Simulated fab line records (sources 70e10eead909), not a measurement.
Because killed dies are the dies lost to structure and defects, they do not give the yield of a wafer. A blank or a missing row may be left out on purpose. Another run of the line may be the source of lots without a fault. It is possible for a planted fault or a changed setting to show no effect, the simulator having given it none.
fab line records ; flow nand_harc
[record] lots = 7; wafers = 21; last_day = 25
route steps=1159 shown A_M1@1057 A_BONDPAD@1059 END@1159
lots that met no fault: from a run of the same line without faults
start_h: hours from the record's first day to the start of the lot's first wafer shown ; wait_h: how many hours have passed since the lot's step before this one ; " identical to the entry in the row above ; L1.1+2: a row that stands for several wafers ; - value missing, or start not given ; * or withheld: withheld ; < > ~ a bound
route shown NAME@n: NAME is a module with steps in the file, n the number in the route of the first one ; usual: the fault-free wafers' mean and standard deviation ; same: alike in all rows ; chamber/n: place in a boat ; sites: the reading at each site ; _std_site: the values' standard deviation ; _edge_site: mean of outer sites minus mean of inner sites ; radius_mm: how far each site lies from the wafer's centre ; mask NAME#n: copy n ; behind: the tool/chamber that last shaped the wafer ; hold: cause of the lot's hold/its duration in hours/its outcome ; device: the transistor (n, p or np) that didn't switch ; end of line: the tests these same wafers got at the end of their route ; a step with no rows: only its recipe ; killed: at the first sort, the dies lost to defects and structure; wafer yield is something else ; map: the dies of a wafer, with x for killed, . for not killed, _ for no die there
set.NAME: the setting as run; set.NAME@STEP: as run at that earlier step ; model.NAME: the simulator's own value behind a step, which no gauge read
lots at some steps of the route; a table a step, a row a wafer
services: the hour from which a tool's chamber was out of use, counted from the record's first day as start_h (under 0 if before that day), plus the number of hours and why
[[steps]]
[step NHARC_A_M1_PRE_CLEAN_32]
[recipe] time_s = 12; temp_c = 370; rf_power_w = 300; gas = NH3
[usual] heater_power_w = 618/120
[same] time_s = 12
lot.wafer;tool;chamber;start_h;wait_h;heater_power_w
L209.1;pecvd-01;2;410.66;0.1;705
L209.5;pecvd-01;0;410.66;0.1;692
L209.4;pecvd-01;1;410.66;0.1;471
L211.3;pecvd-04;1;411.81;0.1;782
L211.2;pecvd-04;2;411.81;0.1;607
L211.4;pecvd-04;1;411.81;0.1;769
L212.2;pecvd-04;0;421.35;0.1;433
L212.3;pecvd-04;1;421.35;0.1;761
L212.5;pecvd-04;1;421.35;0.1;766
L221.3;pecvd-04;1;485.40;0.1;767
L221.4;pecvd-04;0;485.40;0.1;468
L221.5;pecvd-04;2;485.40;0.1;582
L222.2;pecvd-04;0;504.01;0.1;485
L222.6;pecvd-04;2;504.01;0.1;589
L222.4;pecvd-04;0;504.01;0.1;493
L227.5;pecvd-04;1;521.82;0.8;787
L227.6;pecvd-04;2;521.82;0.8;596
L227.4;pecvd-04;0;521.82;0.8;508
L229.3;pecvd-04;0;538.09;0.1;505
L229.4;pecvd-04;1;538.09;0.1;793
L229.5;pecvd-04;0;538.09;0.1;517
[step NHARC_A_M1_DEP_33]
[recipe] target_thk_a = 300; temp_c = 370; target_thk_nm = 30; pressure_torr = 3; flow_sccm = 200; rf_w = 450; material = SiCN
[usual] heater_power_w = 567/120
lot.wafer;tool;chamber;start_h;wait_h;heater_power_w
L209.1;pecvd-01;2;410.74;0.1;633
L209.5;pecvd-01;0;410.74;0.1;554
L209.4;pecvd-01;1;410.74;0.1;421
L211.3;pecvd-04;1;411.88;0.1;793
L211.2;pecvd-04;2;411.88;0.1;495
L211.4;pecvd-04;1;411.88;0.1;790
L212.2;pecvd-04;0;421.46;0.1;478
L212.3;pecvd-04;1;421.46;0.1;766
L212.5;pecvd-04;1;421.46;0.1;780
L221.3;pecvd-04;1;485.51;0.1;813
L221.4;pecvd-04;0;485.51;0.1;450
L221.5;pecvd-04;2;485.51;0.1;531
L222.2;pecvd-04;0;504.12;0.1;394
L222.6;pecvd-04;2;504.12;0.1;504
L222.4;pecvd-04;0;504.12;0.1;399
L227.5;pecvd-04;1;521.99;0.2;687
L227.6;pecvd-04;2;521.99;0.2;528
L227.4;pecvd-04;0;521.99;0.2;412
L229.3;pecvd-04;0;538.23;0.1;473
L229.4;pecvd-04;1;538.23;0.1;741
L229.5;pecvd-04;0;538.23;0.1;464
[step NHARC_A_BONDPAD_DEP_00]
[recipe] target_thk_a = 2500; temp_c = 370; target_thk_nm = 250; pressure_torr = 3; flow_sccm = 200; rf_w = 450; material = SiCN
[usual] heater_power_w = 564/120
lot.wafer;tool;chamber;start_h;wait_h;heater_power_w
L209.1;pecvd-03;2;411.38;-;440
L209.5;pecvd-03;0;411.38;-;785
L209.4;pecvd-03;2;411.38;-;468
L211.2;pecvd-04;1;-;-;795
L211.3;pecvd-04;0;-;-;451
L211.4;pecvd-04;2;-;-;536
L212.2;pecvd-03;2;421.96;-;500
L212.3;pecvd-03;1;421.96;-;499
L212.5;pecvd-03;1;421.96;-;485
L221.3;pecvd-02;0;486.01;-;546
L221.5;pecvd-02;0;486.01;-;561
L221.4;pecvd-02;2;486.01;-;497
L222.2;pecvd-04;2;-;-;439
L222.4;pecvd-04;2;-;-;451
L222.6;pecvd-04;0;-;-;421
L227.5;pecvd-03;2;522.61;-;570
L227.6;pecvd-03;0;522.61;-;655
L227.4;pecvd-03;1;522.61;-;507
L229.3;pecvd-04;1;-;-;810
L229.4;pecvd-04;1;-;-;790
L229.5;pecvd-04;0;-;-;475
[step NHARC_A_BONDPAD_CMP_29]
[recipe] target_thk_nm = 200; material = SiCN
[usual] motor_current_A = 13.0/1.4; slurry_flow_ml_min = 150.0/0.44
lot.wafer;tool;chamber;start_h;wait_h;motor_current_A;slurry_flow_ml_min
L209.4;cmp-04;2;411.70;-;13.9;151.0
L209.1;cmp-04;0;411.70;-;13.1;149.9
L209.5;cmp-04;3;411.70;-;13.9;150.4
L211.4;cmp-04;3;412.84;-;12.9;150.2
L211.2;cmp-04;1;412.84;-;15.0;150.2
L211.3;cmp-04;2;412.84;-;13.8;150.2
L212.2;cmp-02;1;422.40;-;12.8;149.9
L212.3;cmp-02;2;422.40;-;14.3;149.9
L212.5;cmp-02;0;422.40;-;12.7;149.8
L221.4;cmp-04;0;486.45;-;12.9;150.1
L221.3;cmp-04;2;486.45;-;13.8;150.0
L221.5;cmp-04;0;486.45;-;13.0;150.3
L222.4;cmp-01;3;505.04;-;13.0;149.6
L222.2;cmp-01;2;505.04;-;13.0;150.2
L222.6;cmp-01;3;505.04;-;12.6;150.4
L227.4;cmp-02;1;522.90;-;11.9;149.8
L227.6;cmp-02;0;522.90;-;12.8;149.8
L227.5;cmp-02;1;522.90;-;12.9;150.0
L229.4;cmp-04;1;539.13;-;14.6;149.4
L229.3;cmp-04;2;539.13;-;13.8;149.6
L229.5;cmp-04;0;539.13;-;13.1;149.1
[step NHARC_A_BONDPAD_THK_MEAS_30]
[recipe] thk_meas_gauge = ellipsometry
[usual] thk_nm = 200.3/1.6
lot.wafer;tool;chamber;start_h;wait_h;thk_nm
L209.1;film_metro-01;-;411.94;0.2;201.3
L209.4;film_metro-01;-;411.94;0.2;199.8
L209.5;film_metro-01;-;411.94;0.2;201.9
L211.2;film_metro-01;-;413.09;0.2;200.1
L211.3;film_metro-01;-;413.09;0.2;201.8
L211.4;film_metro-01;-;413.09;0.2;203.4
L212.2;film_metro-01;-;422.63;0.2;202.3
L212.3;film_metro-01;-;422.63;0.2;196.7
L212.5;film_metro-01;-;422.63;0.2;200.6
L221.3;film_metro-02;-;486.67;0.2;199.8
L221.4;film_metro-02;-;486.67;0.2;199.9
L221.5;film_metro-02;-;486.67;0.2;199.3
L222.2;film_metro-02;-;505.29;0.2;201.6
L222.4;film_metro-02;-;505.29;0.2;201.1
L222.6;film_metro-02;-;505.29;0.2;200.3
L227.4;film_metro-01;-;523.13;0.2;202.5
L227.5;film_metro-01;-;523.13;0.2;201.4
L227.6;film_metro-01;-;523.13;0.2;198.5
L229.3;film_metro-02;-;539.36;0.2;201.3
L229.4;film_metro-02;-;539.36;0.2;201.0
L229.5;film_metro-02;-;539.36;0.2;200.9
[step NHARC_A_BONDPAD_SRD_31]
[step NHARC_A_BONDPAD_DEHYDRATE_01]
[recipe] temp_c = 150; time_s = 120
[step NHARC_A_BONDPAD_HMDS_02]
[recipe] time_s = 30
[step NHARC_A_BONDPAD_COAT_33]
[recipe] temp_c = 200; time_s = 65
[step NHARC_A_BONDPAD_COAT_03]
[recipe] spin_rpm = 2000; resist_thk_nm = 600
[step NHARC_A_BONDPAD_SOFTBAKE_04]
[recipe] temp_c = 125; time_s = 70
[step NHARC_A_BONDPAD_EBR_05]
[step NHARC_A_BONDPAD_EXPOSE_06]
[recipe] na = 0.55; dose_mj = 36.99; mask_id = A_BPAD
[usual] exposure_dose_mJ_cm2 = 36.98/0.033; focus_offset_nm = 0.1/0.53; reticle_temp_C = 23.00/0.1
lot.wafer;tool;chamber;start_h;wait_h;mask;exposure_dose_mJ_cm2;focus_offset_nm;reticle_temp_C
L209.1;krf_scanner-02;0;412.36;-;A_BPAD#0;37.02;0.3;23.05
L209.4;krf_scanner-02;0;412.36;-;A_BPAD#0;37.03;-0.1;23.02
L209.5;krf_scanner-02;0;412.36;-;A_BPAD#0;37.00;-0.3;23.12
L211.2;krf_scanner-02;0;413.51;-;A_BPAD#0;37.00;-1.9;23.01
L211.3;krf_scanner-02;0;413.51;-;A_BPAD#0;36.97;-0.1;23.07
L211.4;krf_scanner-02;0;413.51;-;A_BPAD#0;36.96;-0.4;23.04
L212.2;krf_scanner-03;0;423.05;-;A_BPAD#0;37.01;-0.2;23.08
L212.3;krf_scanner-03;0;423.05;-;A_BPAD#0;36.99;-0.6;22.92
L212.5;krf_scanner-03;0;423.05;-;A_BPAD#0;36.98;-0.1;23.02
L221.3;krf_scanner-04;0;487.10;-;A_BPAD#0;37.00;-0.3;23.14
L221.4;krf_scanner-04;0;487.10;-;A_BPAD#0;36.99;-0.1;23.15
L221.5;krf_scanner-04;0;487.10;-;A_BPAD#0;36.99;0.2;23.12
L222.2;krf_scanner-04;0;505.58;-;A_BPAD#0;58.11;0.3;22.87
L222.4;krf_scanner-04;0;505.58;-;A_BPAD#0;58.08;0.3;23.03
L222.6;krf_scanner-04;0;505.58;-;A_BPAD#0;58.13;0.3;23.05
L227.4;krf_scanner-04;0;523.58;-;A_BPAD#0;54.40;-0.3;22.90
L227.5;krf_scanner-04;0;523.58;-;A_BPAD#0;54.44;-0.3;22.88
L227.6;krf_scanner-04;0;523.58;-;A_BPAD#0;54.42;-0.5;22.89
L229.3;krf_scanner-04;0;539.78;-;A_BPAD#0;54.40;0.2;23.19
L229.4;krf_scanner-04;0;539.78;-;A_BPAD#0;54.39;-0.1;23.14
L229.5;krf_scanner-04;0;539.78;-;A_BPAD#0;54.42;0.0;23.20
[step NHARC_A_BONDPAD_PEB_07]
[recipe] peb_temp_c = 128; peb_time_s = 80
[step NHARC_A_BONDPAD_DEVELOP_08]
[recipe] time_s = 50; dev_temp_c = 22
[step NHARC_A_BONDPAD_CD_MEAS_09]
[recipe] target_cd_nm = 500; landing_energy_ev = 500
[usual] cd_nm = 499.7/2
lot.wafer;tool;chamber;start_h;wait_h;cd_nm
L209.1;cd_sem-03;0;412.51;-;502.6
L209.4;cd_sem-03;0;412.51;-;500.4
L209.5;cd_sem-03;0;412.51;-;500.9
L211.2;cd_sem-02;0;413.66;-;502.3
L211.3;cd_sem-02;0;413.66;-;503.8
L211.4;cd_sem-02;0;413.66;-;501.9
L212.2;cd_sem-01;0;423.19;-;499.4
L212.3;cd_sem-01;0;423.19;-;498.4
L212.5;cd_sem-01;0;423.19;-;498.5
L221.3;cd_sem-01;0;487.24;-;497.2
L221.4;cd_sem-01;0;487.24;-;496.2
L221.5;cd_sem-01;0;487.24;-;497.5
L222.2;cd_sem-02;0;505.73;-;516.0
L222.4;cd_sem-02;0;505.73;-;514.1
L222.6;cd_sem-02;0;505.73;-;515.3
L227.4;cd_sem-01;0;523.72;-;511.9
L227.5;cd_sem-01;0;523.72;-;508.7
L227.6;cd_sem-01;0;523.72;-;510.6
L229.3;cd_sem-01;0;539.93;-;511.9
L229.4;cd_sem-01;0;539.93;-;514.5
L229.5;cd_sem-01;0;539.93;-;513.8
[step NHARC_A_BONDPAD_OVL_MEAS_35]
[usual] overlay_x_nm = 0/6.9; overlay_y_nm = 0/5.3
lot.wafer;tool;chamber;start_h;wait_h;overlay_x_nm;overlay_y_nm
L209.1;overlay-02;-;412.61;-;-3;3
L209.4;overlay-02;-;412.61;-;-3;3
L209.5;overlay-02;-;412.61;-;-3;4
L211.2;overlay-01;-;413.75;-;-7;3
L211.3;overlay-01;-;413.75;-;-8;3
L211.4;overlay-01;-;413.75;-;-8;3
L212.2;overlay-01;-;423.28;-;-14;2
L212.3;overlay-01;-;423.28;-;-14;1
L212.5;overlay-01;-;423.28;-;-13;2
L221.3;overlay-01;-;487.33;-;-6;-1
L221.4;overlay-01;-;487.33;-;-5;-1
L221.5;overlay-01;-;487.33;-;-5;-1
L222.2;overlay-01;-;505.82;-;-5;-7
L222.4;overlay-01;-;505.82;-;-6;-6
L222.6;overlay-01;-;505.82;-;-6;-7
L227.4;overlay-02;-;523.80;-;-2;14
L227.5;overlay-02;-;523.80;-;-1;14
L227.6;overlay-02;-;523.80;-;-2;13
L229.3;overlay-01;-;540.01;-;-1;3
L229.4;overlay-01;-;540.01;-;-1;3
L229.5;overlay-01;-;540.01;-;-1;2
[step NHARC_END_SORT_01]
[recipe] temp_c = 25
[usual] defect_limited_yield = 95.6/1.6; killed_at_array = 26/11; killed_at_other = 0.4/0.78; killed_at_periphery = 3.4/2.4; killed_dies = 29/11; killed_open = 3.1/1.9; killed_short = 1.9/1.4; sort_bin_2_pct = 1.3/0.63; sort_bin_3_pct = 0.20/0.18; sort_bin_4_pct = 2.8/1.1; sort_n_pass = 648/11; sort_rim_yield_pct = 95/3.4; sort_yield_pct = 95.6/1.6
[same] gross_dies = 677; sort_bin_5_pct[%] = 0; sort_bin_6_pct[%] = 0; sort_bin_7_pct[%] = 0; sort_bin_8_pct[%] = 0; sort_rim_n_gross = 106.00
lot.wafer;tool;chamber;start_h;wait_h;defect_limited_yield[%];killed_at_array;killed_at_other;killed_at_periphery;killed_dies;killed_open;killed_short;sort_bin_2_pct[%];sort_bin_3_pct[%];sort_bin_4_pct[%];sort_n_pass;sort_rim_yield_pct[%];sort_yield_pct[%]
L211.2;prober-01;0;529.56;2.8;97.2;15;0;4;19;2;1;1.0;0.15;1.6;658;98;97.2
L211.3;prober-01;0;530.36;3.1;97.3;12;0;6;18;2;2;0.6;0;2.1;659;99;97.3
L211.4;prober-01;0;531.16;3.4;97.0;11;0;9;20;2;1;0.7;0.30;1.9;657;98;97.0
L221.3;prober-01;0;561.58;3.0;93.5;41;1;2;44;2;1;3.2;0.44;2.8;633;93;93.5
L222.2;prober-01;0;576.35;2.8;93.4;43;0;2;45;5;0;2.7;0.15;3.8;632;92;93.4
L222.4;prober-01;0;577.97;3.4;95.1;32;1;0;33;2;4;1.3;0.59;3.0;644;99;95.1
L222.6;prober-01;0;579.59;4.1;96.9;20;0;1;21;1;2;1.3;0.15;1.6;656;92;96.9
L227.6;prober-02;0;598.95;7.7;91.1;56;0;4;60;2;1;2.2;0.15;6.5;617;97;91.1
// killed by level:class
L211.2 A_WL_FILL:chamber_film_flake=6 A_STAIRCASE:chamber_film_flake=3 P_STI:chamber_film_flake=2 A_CHANNEL_HOLE_D1:chamber_film_flake=2 P_M1:geometric_particle:open=1 A_WL_FILL:geometric_particle:short=1 A_WL_FILL:geometric_particle:open=1 P_ZERO_WELL:chamber_film_flake=1
L211.3 P_STI:chamber_film_flake=4 A_STAIRCASE:chamber_film_flake=3 A_WL_FILL:chamber_film_flake=3 A_SLIT:chamber_film_flake=2 P_M0:geometric_particle:open=1 A_CHANNEL_FILL_D1:geometric_particle:short=1 A_WL_FILL:geometric_particle:short=1 A_CONTACT:geometric_particle:open=1
L211.4 P_GATE:chamber_film_flake=5 A_WL_FILL:chamber_film_flake=5 P_STI:chamber_film_flake=2 P_M1:geometric_particle:open=1 A_WL_FILL:geometric_particle:short=1 A_BLC:geometric_particle:open=1 P_ZERO_WELL:chamber_film_flake=1 A_CHANNEL_HOLE_D1:chamber_film_flake=1
L221.3 A_CHANNEL_HOLE_D1:chamber_film_flake=25 A_SLIT:chamber_film_flake=7 A_SGD_CUT:chamber_film_flake=4 A_CONTACT:chamber_film_flake=2 P_M0:geometric_particle:open=1 A_SOURCE_PLATE:geometric_particle:short=1 A_WL_FILL:geometric_particle:open=1 P_GATE:chamber_film_flake=1
L222.2 A_CHANNEL_HOLE_D1:chamber_film_flake=19 A_SLIT:chamber_film_flake=16 A_ONON_D1:geometric_particle:open=1 A_CHANNEL_HOLE_D1:geometric_particle:open=1 A_CHANNEL_FILL_D1:geometric_particle:open=1 A_M0:geometric_particle:open=1 A_M1:geometric_particle:open=1 P_ZERO_WELL:chamber_film_flake=1
L222.4 A_CHANNEL_HOLE_D1:chamber_film_flake=18 A_CHANNEL_FILL_D1:chamber_film_flake=4 A_SLIT:chamber_film_flake=4 A_WL_FILL:geometric_particle:short=2 A_SOURCE_PLATE:geometric_particle:short=1 A_ONON_D1:geometric_particle:short=1 A_WL_FILL:geometric_particle:open=1 A_CONTACT:geometric_particle:open=1
L222.6 A_CHANNEL_HOLE_D1:chamber_film_flake=14 A_SLIT:chamber_film_flake=2 P_M0:geometric_particle:short=1 A_CHANNEL_FILL_D1:geometric_particle:open=1 A_M0:geometric_particle:short=1 A_STAIRCASE:chamber_film_flake=1 A_CONTACT:chamber_film_flake=1
L227.6 A_CHANNEL_HOLE_D1:chamber_film_flake=23 A_SLIT:chamber_film_flake=23 A_M0:chamber_film_flake=3 A_CONTACT:chamber_film_flake=3 A_STAIRCASE:chamber_film_flake=2 P_M2:geometric_particle:open=1 A_WL_FILL:geometric_particle:short=1 A_M0:geometric_particle:open=1
[[services]]
tool;chamber;start_h;hours;kind
krf_scanner-03;-;387.39;0.4;repair
krf_scanner-02;-;393.36;1.1;repair
cmp-04;-;399.01;4.0;pm
pecvd-01;2;404.77;5.3;repair
krf_scanner-02;-;417.14;4.9;repair
pecvd-01;-;418.35;13.0;pm
cmp-04;-;425.27;0.3;repair
cmp-02;-;426.86;4.0;pm
cmp-04;-;435.83;1.7;repair
pecvd-01;-;442.65;0.6;repair
krf_scanner-03;-;456.19;0.6;repair
krf_scanner-04;-;470.00;4.0;pm
pecvd-01;2;470.39;4.3;repair
cmp-02;-;472.86;0.8;repair
pecvd-03;-;473.18;13.0;pm
cmp-01;-;473.85;4.0;pm
cmp-02;-;481.11;1.6;repair
cmp-04;-;497.01;4.0;pm
pecvd-01;1;501.68;5.0;repair
krf_scanner-04;-;508.85;9.9;repair
pecvd-03;-;510.36;1.3;repair
pecvd-01;0;522.17;5.7;repair
pecvd-03;0;523.88;7.3;repair
cmp-02;-;524.86;4.0;pm
[[key]]
[first_sign] step = NHARC_A_BONDPAD_EXPOSE_06; reading = exposure_dose_mJ_cm2; direction = up; sigmas = 99+; usual = 36.98; struck = 55.64
[effect] step = NHARC_A_BONDPAD_CD_MEAS_09; reading = cd_nm; direction = up; sigmas = 6.5; usual = 499.7; struck = 513.0; through = control_loop
met_at NHARC_A_BONDPAD_EXPOSE_06
struck_wafers L222.2,L222.4,L222.6,L227.4,L227.5,L227.6,L229.3,L229.4,L229.5
[loop_trim] step = NHARC_A_BONDPAD_EXPOSE_06; setting = dose; lots = L227,L229
onset_between 487.10 505.58
[fault] kind = process_parameter_drift; tool = krf_scanner-04; chamber = -; onset_h = 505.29; steps = NHARC_A_BONDPAD_EXPOSE_06; channel = dose_mj; offset = 21.105; shape = step; acts_in = these_recipes_only; stated = 36.99
// loop_trim: a control loop set the setting to another value than it would have without faults
